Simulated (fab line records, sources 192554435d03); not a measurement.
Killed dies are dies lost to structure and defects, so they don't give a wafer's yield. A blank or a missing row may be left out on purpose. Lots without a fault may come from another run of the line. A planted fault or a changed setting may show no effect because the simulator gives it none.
A struck lot beside a sound one | flow n5_finfet | 15 steps out of a route of 1938
Sound: wafers L815.2, L815.4, L815.6. Struck: wafers L831.2, L831.5. (L831.1 of the same lot was not struck and is left out.) The cause comes at the end.
At each step with rows: each side's tool, then ch and its chambers, then its first start. Under that, the readings that differ: sound wafers | struck wafers | difference of the means | sigmas: that difference in standard deviations of wafers without a fault.
alike: readings whose means differ by less than 2 such deviations, and words and numbers that are the same on both sides. not compared: withheld readings, readings that some wafer has no value for, bounds like >300 that may hide the same value, and numbers for which the record gives no deviation and whose values overlap.
The two part at a step that has a row with sigmas, a row that says differs or no value, or rows on one side only. Numbers that don't overlap but have no deviation are shown without sigmas and don't part them. A reading that every wafer of one side lacks parts them only if that side has two wafers or more.

N5_BEOL_M9_STRIP_80: strips in N2/H2, time 10 s.
  sound on rie_diel-05 ch 0,1,2; struck on rie_diel-05 ch 1,3
  alike: chamber_pressure_mTorr, drypump_motor_current_A, oes_product_au, rf_vpp_V, showerhead_plenum_p_Torr, throttle_valve_pct
  not compared: rf_hours_counter_h
N5_BEOL_M9_OCD_MEAS_38:
  sound on ocd-01, day 9 18:48; struck on ocd-01, day 14 07:04
  alike: trench_depth_nm
then, 4 steps without rows for these wafers: N5_BEOL_M9_HM_STRIP_39 (strips TiN in peroxide tin strip, target depth 25 nm, time 158 s); N5_BEOL_M9_SRD_40 (time 30 s); N5_BEOL_M9_PRECLEAN_42 (cleans in residue remover, time 60 s); N5_BEOL_M9_SRD_43 (time 30 s).
N5_BEOL_M9_CD_MEAS_35: target cd 70 nm, target cd y 40 nm.
  sound on cd_sem-01, day 9 18:57; struck on cd_sem-01, day 14 07:13
  alike: cd_nm
then, 2 steps without rows for these wafers: N5_BEOL_M9_CURE_72 (cures SiCOH lowk, time 120 s); N5_BEOL_M9_DEGAS_44 (time 60 s).
N5_BEOL_M9_PRE_CLEAN_45: time 30 s.
  sound on pvd_sputter-03, day 9 19:48; struck on pvd_sputter-03, day 14 07:53
  alike: heater_power_w
N5_BEOL_M9_ALD_74: deposits TaN, target thk 2 nm, pulse time 2 s, purge time 3 s.
  sound on ald_metal-02 ch 1,3, day 9 19:52; struck on ald_metal-02 ch 1, day 14 07:57
  alike: heater_power_w
N5_BEOL_M9_SURFACE_TREAT_79:
  sound on pvd_sputter-03, day 9 20:11; struck on pvd_sputter-01, day 14 08:17
  not compared: throttle_valve_pct
N5_BEOL_M9_CVD_78: deposits Co from CCTBA/H2, target thk 2 nm, time 138.9 s.
  sound on cvd_co-02 ch 0,1,2, day 9 20:14; struck on cvd_co-02 ch 0,2, day 14 08:21
  reading          | sound             | struck    | difference | sigmas
  run_length_s (s) | 162.3 162.1 161.0 | 68.7 69.8 | -92.6      | -99 or more
N5_BEOL_M9_SPUTTER_48: material Cu, target thk 12 nm, time 2 s.
  sound on pvd_sputter-01, day 9 20:25; struck on pvd_sputter-01, day 14 08:31
  alike: substrate_temp_c, throttle_valve_pct
-- the record jumps here: 2 days lie between the struck wafers' starts before and after (it left off in module BEOL_M9 and takes up again in module PASSIVATION, whose first step shown is number 1936 of the route) --
N5_PASSIVATION_PROBE_49:
  the record has rows for the struck wafers here (prober-02, day 16 17:08) and none for the sound ones

WHERE THEY PART
First at N5_BEOL_M9_CVD_78; last, within this record, at N5_PASSIVATION_PROBE_49.

WHY: what the simulator had put in
Process parameter drift: cvd_co-02, from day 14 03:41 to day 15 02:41, at N5_BEOL_M9_CVD_78. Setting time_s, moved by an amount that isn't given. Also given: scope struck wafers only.
